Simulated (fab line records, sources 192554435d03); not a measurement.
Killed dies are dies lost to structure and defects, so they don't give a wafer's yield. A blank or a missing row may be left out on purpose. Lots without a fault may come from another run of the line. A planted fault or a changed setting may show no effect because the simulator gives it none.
Split-lot experiment | flow n5_finfet | 7 lots, 39 wafers read, on a route of 1938 steps

THE SPLIT
At N5_DUMMY_GATE_EXPOSE_12 (exposes mask GATE, target cd 25 nm), the setting dose_mj was moved away from the recipe's 34 on 12 of the 39 wafers read, by -2.9% to +7.9%. The other wafers ran this setting at the recipe's value.

FROM THE SPLIT TO THE READING: what the file shows between them, 4 steps
- N5_DUMMY_GATE_PEB_13: peb time 60 s
- N5_DUMMY_GATE_DEVELOP_14: develop time 30 s
- N5_DUMMY_GATE_STRIP_38: strips in N2/H2
- N5_DUMMY_GATE_STRIP_39: strips in N2/H2

THE READING
DUMMY_GATE.cd_nm (the simulator's own value, which no gauge read), in nm, at N5_DUMMY_GATE_TRIM_49 (chemistry O2, time 29 s, target cd 14 nm). The file gives no usual value for it. The 27 wafers here that ran the recipe average 13.8 nm, standard deviation 0.24 nm.

wafer  | tool, chamber at the split | dose_mj as run | against the recipe | DUMMY_GATE.cd_nm, nm | against lot-mates on the recipe
L077.1 | euv_scanner-01, 0          | 33             | -2.9%              | 14.6                 | +0.5
L077.5 | euv_scanner-01, 0          | 33             | -2.9%              | 14.6                 | +0.5
L077.2 | euv_scanner-01, 0          | 34             | recipe             | 14                   | -
L077.6 | euv_scanner-01, 0          | 34             | recipe             | 14                   | -
L077.3 | euv_scanner-01, 0          | 34             | recipe             | 14.2                 | -
L077.4 | euv_scanner-01, 0          | 33             | -2.9%              | 14.4                 | +0.3
L081.3 | euv_scanner-02, 0          | 34             | recipe             | 14                   | -
L081.4 | euv_scanner-02, 0          | 34             | recipe             | 14                   | -
L081.6 | euv_scanner-02, 0          | 34             | recipe             | 13.8                 | -
L083.1 | euv_scanner-02, 0          | 36.69          | +7.9%              | 12.4                 | -1.4
L083.4 | euv_scanner-02, 0          | 36.69          | +7.9%              | 12.4                 | -1.4
L083.2 | euv_scanner-02, 0          | 34             | recipe             | 14                   | -
L083.3 | euv_scanner-02, 0          | 34             | recipe             | 14                   | -
L083.5 | euv_scanner-02, 0          | 34             | recipe             | 13.4                 | -
L083.6 | euv_scanner-02, 0          | 36.69          | +7.9%              | 12.8                 | -1.0
L088.1 | euv_scanner-02, 0          | 35.32          | +3.9%              | 13.2                 | -0.7
L088.6 | euv_scanner-02, 0          | 35.32          | +3.9%              | 13.2                 | -0.7
L088.2 | euv_scanner-02, 0          | 35.32          | +3.9%              | 13                   | -0.9
L088.3 | euv_scanner-02, 0          | 34             | recipe             | 14                   | -
L088.4 | euv_scanner-02, 0          | 34             | recipe             | 14                   | -
L088.5 | euv_scanner-02, 0          | 34             | recipe             | 13.8                 | -
L091.1 | euv_scanner-02, 0          | 34             | recipe             | 14                   | -
L091.2 | euv_scanner-02, 0          | 34             | recipe             | 13.8                 | -
L091.3 | euv_scanner-02, 0          | 34             | recipe             | 13.8                 | -
L091.5 | euv_scanner-02, 0          | 34             | recipe             | 13.8                 | -
L091.6 | euv_scanner-02, 0          | 34             | recipe             | 13.8                 | -
L091.4 | euv_scanner-02, 0          | 34             | recipe             | 13.4                 | -
L094.1 | euv_scanner-01, 0          | 34             | recipe             | 13.8                 | -
L094.4 | euv_scanner-01, 0          | 34             | recipe             | 13.8                 | -
L094.2 | euv_scanner-01, 0          | 34             | recipe             | 14.4                 | -
L094.3 | euv_scanner-01, 0          | 33.31          | -2.0%              | 14.8                 | +0.8
L094.5 | euv_scanner-01, 0          | 33.31          | -2.0%              | 14.6                 | +0.6
L094.6 | euv_scanner-01, 0          | 33.31          | -2.0%              | 15                   | +1.0
L095.1 | euv_scanner-02, 0          | 34             | recipe             | 13.6                 | -
L095.3 | euv_scanner-02, 0          | 34             | recipe             | 13.6                 | -
L095.2 | euv_scanner-02, 0          | 34             | recipe             | 13.8                 | -
L095.6 | euv_scanner-02, 0          | 34             | recipe             | 13.8                 | -
L095.4 | euv_scanner-02, 0          | 34             | recipe             | 13.4                 | -
L095.5 | euv_scanner-02, 0          | 34             | recipe             | 13.4                 | -

THE FIT
A straight line over all 39 wafers: DUMMY_GATE.cd_nm changes by -0.194 nm for each +1% of dose_mj; r = -0.88; the points scatter about the line by 0.28 nm.
The same after taking each lot's own level away (the mean of its wafers on the recipe; 39 wafers): -0.181 nm for each +1%; r = -0.91; scatter 0.22 nm.
On that fit, the largest move of dose_mj shifts the reading by 1.4 nm.
The lots' own levels span 13.60 to 14.07 nm, that is 1.9 times the standard deviation above.
So the lot-to-lot level changes the slope little: the two slopes agree.
Check: with one of the wafers moved furthest among these (+7.9%) left out of the fit, the line predicts -1.4 nm for it against its lot-mates. It came out at -1.4 nm against them.

THE FILE'S OWN FIT
DUMMY_GATE.cd_nm changes by -0.178 nm for each +1% of dose_mj, r = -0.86.
